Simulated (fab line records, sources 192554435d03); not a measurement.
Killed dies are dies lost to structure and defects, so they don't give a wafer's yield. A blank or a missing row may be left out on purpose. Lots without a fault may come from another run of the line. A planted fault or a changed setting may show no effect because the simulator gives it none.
Which tool did it? | flow n5_finfet | 10 lots, 28 wafers sampled, at 3 steps of a route of 1938

WHAT THE GAUGES READ, wafer by wafer
N5_BEOL_M12_THK_MEAS_01.
lot  | measured     | on            | M12_ILD_THK (nm)
L437 | day 10 09:05 | film_metro-02 | 666 646 667
L439 | day 10 23:06 | film_metro-02 | 654 648 662
L440 | day 11 14:59 | film_metro-01 | 667 674 655
L442 | day 12 07:00 | film_metro-02 | 651 659 674
L444 | day 12 12:13 | film_metro-01 | 641 658 664
L446 | day 13 01:20 | film_metro-01 | 654 669 660
L447 | day 13 14:43 | film_metro-01 | 667 658
L454 | day 14 22:22 | film_metro-02 | 676 699
L458 | day 15 21:59 | film_metro-01 | 655 665 658
L460 | day 16 09:02 | film_metro-01 | 645 650 655

WHICH TOOL RAN EACH LOT (tool, then ch and the chambers of the sampled wafers, then the start)
lot  | N5_BEOL_M11_DEP_56              | N5_BEOL_M12_ILD_DEP_00
L437 | pecvd-01 ch 0,1, day 10 08:50   | pecvd-03 ch 0,1, day 10 08:58
L439 | pecvd-01 ch 1,2, day 10 22:50   | pecvd-02 ch 1,2, day 10 22:58
L440 | pecvd-01 ch 0,1,2, day 11 14:43 | pecvd-04 ch 0,1,2, day 11 14:51
L442 | pecvd-03 ch 0,1, day 12 06:44   | pecvd-04 ch 0,1,2, day 12 06:52
L444 | pecvd-04 ch 0,1,2, day 12 11:57 | pecvd-03 ch 0,1,2, day 12 12:05
L446 | pecvd-04 ch 0,1,2, day 13 01:04 | pecvd-04 ch 1,2, day 13 01:12
L447 | pecvd-03 ch 1,2, day 13 14:25   | pecvd-02 ch 0,1, day 13 14:35
L454 | pecvd-01 ch 1, day 14 22:04     | pecvd-02 ch 0,2, day 14 22:14
L458 | pecvd-03 ch 0,1, day 15 21:44   | pecvd-04 ch 0,1,2, day 15 21:51
L460 | pecvd-04 ch 1,2, day 16 08:46   | pecvd-03 ch 1,2, day 16 08:54
- N5_BEOL_M11_DEP_56: deposits SiCN from 3MS/NH3, target thk 30 nm, time 10.5 s.
- N5_BEOL_M12_ILD_DEP_00: deposits SiOC from DEMS/O2, target thk 658.92 nm, time 130.7 s.

THE ANSWER, worked out from the rows above alone
Rule: what is usual is taken from the lots themselves. Put in order of their means at a reading, lots are off if they are a third of the lots or fewer, leave a main group of 4 or more, and stand apart from it by a gap of 3 or more times the standard deviation of the main group's means; of several such gaps the widest counts. A main group whose means are all the same, to the digits that the tables above print for the reading, isn't used. A lot without any number at a reading at which 4 lots or more have one is off too. The other lots that the step has rows for count as sound.
Off: L454, at N5_BEOL_M12_THK_MEAS_01 (M12_ILD_THK). The main group: mean 659 nm, standard deviation 4.5.
A tool fits if, at a process step before that reading, it ran every lot that is off, and no sound lot after the first of them. The gauges at N5_BEOL_M12_THK_MEAS_01 are tried like those tools. Can't be told from this: 3 tools fit, pecvd-01 at N5_BEOL_M11_DEP_56, pecvd-02 at N5_BEOL_M12_ILD_DEP_00, film_metro-02 at N5_BEOL_M12_THK_MEAS_01.

WHAT THE SIMULATOR HAD PUT IN
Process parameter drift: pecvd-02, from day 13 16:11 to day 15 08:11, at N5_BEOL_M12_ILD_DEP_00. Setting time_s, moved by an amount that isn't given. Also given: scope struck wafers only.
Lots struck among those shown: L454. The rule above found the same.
